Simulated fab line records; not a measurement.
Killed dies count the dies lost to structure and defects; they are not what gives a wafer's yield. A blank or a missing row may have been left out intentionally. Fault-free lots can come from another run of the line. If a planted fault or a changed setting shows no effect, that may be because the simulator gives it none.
A struck lot beside a sound one ; flow n5 finfet ; 36 out of 1938 route steps
Sound: wafers L684.1, L684.2, L684.3. Struck: wafer L697.4; the same lot's L697.5 was not struck, so it is left out; see the end for the cause.
Per side, at each step with rows, come the tool, then ch with its chambers, and then its first start. Under that, the readings that differ: sound wafers ; struck wafers ; difference of the means ; sigmas: that difference in standard deviations of wafers without a fault.
alike: readings with means less than 2 such deviations apart, plus words and numbers identical on both sides. not compared: withheld readings, readings lacking a value on some wafer, bounds such as >300 that could conceal the same value, and numbers that have no deviation in the record and whose values overlap.
Wherever a step has rows on one side only, a row that says differs or no value, or a row with sigmas, the two part there. Non-overlapping numbers with no deviation appear without sigmas and do not part them. A reading that every wafer of one side lacks parts them only if that side has two wafers or more.

first, 9 steps without rows for these wafers: N5_BEOL_M12_PRE_CLEAN_42 (time 30 s); N5_BEOL_M12_SPUTTER_43 (material TaN, target thk 15 nm, time 24.19 s); N5_BEOL_M12_SPUTTER_44 (material Ta, target thk 10 nm, time 16.13 s); N5_BEOL_M12_SPUTTER_45 (material Cu, target thk 80 nm, time 13.33 s); N5_BEOL_M12_ECD_47 (material Cu, target thk 720 nm); N5_BEOL_M12_ANNEAL_48 (time 90 s); N5_BEOL_M12_CMP_49 (polishes, stops on SiOC, t overpolish 20.6 s, target thk 320 nm); N5_BEOL_M12_PRE_CLEAN_52 (time 15 s); N5_BEOL_M12_DEP_53 (deposits SiCN from 3MS/NH3, target thk 30 nm, time 10.5 s).
N5_BEOL_M13_ILD_DEP_00: deposits SiOC from DEMS/O2, target thk 837.92 nm, time 166.4 s.
  sound on pecvd-02 ch 0,1,2, day 10 04:47; struck on pecvd-02 ch 1, day 13 18:32
reading;sound;struck;difference;sigmas
showerhead plenum p Torr (Torr);5.704 5.665 5.676;5.712;+0.030;+2
model.SiOC_of_BEOL_M13_ILD_DEP_00.thk nm (nm);822.4 829.4 822.4;769.8;-54.9;
  alike: heater power w, throttle valve pct
N5_BEOL_M13_THK_MEAS_01:
  sound: film metro-01 at day 10 04:56; struck: film metro-01 at day 13 18:38
reading;sound;struck;difference;sigmas
M13_ILD_THK (nm);822 829 822;770;-54;-5
then, 10 steps without rows for these wafers: N5_BEOL_M13_COAT_58 (time 60 s, resist thk 89 nm); N5_BEOL_M13_COAT_04 (resist thk 400 nm); N5_BEOL_M13_EBR_06; N5_BEOL_M13_SOFTBAKE_05 (time 60 s); N5_BEOL_M13_EXPOSE_07 (exposes mask V12); N5_BEOL_M13_PEB_08 (peb time 90 s); N5_BEOL_M13_DEVELOP_09 (develop time 45 s); N5_BEOL_M13_HARDBAKE_14 (time 120 s); N5_BEOL_M13_DESCUM_15 (chemistry O2, time 7.9 s); N5_BEOL_M13_ETCH_59 (etches BARC in N2/H2, target depth 89 nm, overetch 26.7 nm, time 67.9 s).
N5_BEOL_M13_VIA_ETCH_16: etches SiOC in C4F8/O2/Ar, target depth 921.7 nm.
  sound on rie diel-06 ch 0,2,3, day 10 06:11; struck on rie diel-01 ch 3, day 13 19:13
reading;sound;struck;difference;sigmas
drypump motor current A (A);5.9 5.7 5.8;4.7;-1.1;-2
model.etch.depth nm (nm);822.4 829.5 822.3;769.8;-54.9;
model.coat_of_BEOL_M13_COAT_04.thk nm (nm);73.8 74 74.2;92.4;+18.4;
  alike: oes product au, rf vpp V, showerhead plenum p Torr, throttle valve pct
N5_BEOL_M13_STRIP_63: strips in N2/H2.
  sound on plasma asher-02 ch 0,1, day 10 06:25; struck on plasma asher-01 ch 0, day 13 19:22
reading;sound;struck;difference;sigmas
oes product au (a.u.);0.674 0.674 0.678;0.685;+0.010;+2
strip time to endpoint s (s);28.8 28.8 28.9;34.1;+5.3;+5
  alike: drypump motor current A, heater power w
  not compared: rf hours counter h
then, 12 steps without rows for these wafers: N5_BEOL_M13_STRIP_64 (strips in N2/H2); N5_BEOL_M13_STRIP_71 (strips in post etch residue remover, time 60 s); N5_BEOL_M13_SRD_72 (time 30 s, dry time 30 s); N5_BEOL_M13_COAT_65 (time 60 s, resist thk 350 nm); N5_BEOL_M13_COAT_66 (time 60 s, resist thk 110 nm); N5_BEOL_M13_COAT_22 (resist thk 300 nm); N5_BEOL_M13_EBR_24; N5_BEOL_M13_SOFTBAKE_23 (time 60 s); N5_BEOL_M13_EXPOSE_25 (exposes mask M13, target cd 210 nm); N5_BEOL_M13_PEB_26 (peb time 90 s); N5_BEOL_M13_DEVELOP_27 (develop time 45 s); N5_BEOL_M13_HARDBAKE_32 (time 120 s).
N5_BEOL_M13_CMP_49: polishes, stops on SiOC, t overpolish 17.1 s, target thk 420 nm.
  sound on cmp-04 ch 0,1,3, day 10 10:16; struck on cmp-03 ch 3, day 14 03:09
reading;sound;struck;difference;sigmas
head pressure psi (psi);0.9990 1.0011 1.0017;0.9963;-0.0043;-2
model.SiOC_of_BEOL_M13_ILD_DEP_00.thk nm (nm);764.4 772.4 763.2;711.6;-55.1;
  alike: edge zone pressure frac, motor current A

## WHERE THEY PART
First at N5_BEOL_M13_ILD_DEP_00; last, within this record, at N5_BEOL_M13_CMP_49.

WHY: whatever the simulator had introduced
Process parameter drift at N5_BEOL_M13_ILD_DEP_00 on pecvd-02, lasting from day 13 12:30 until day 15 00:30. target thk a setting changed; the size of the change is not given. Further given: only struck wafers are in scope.
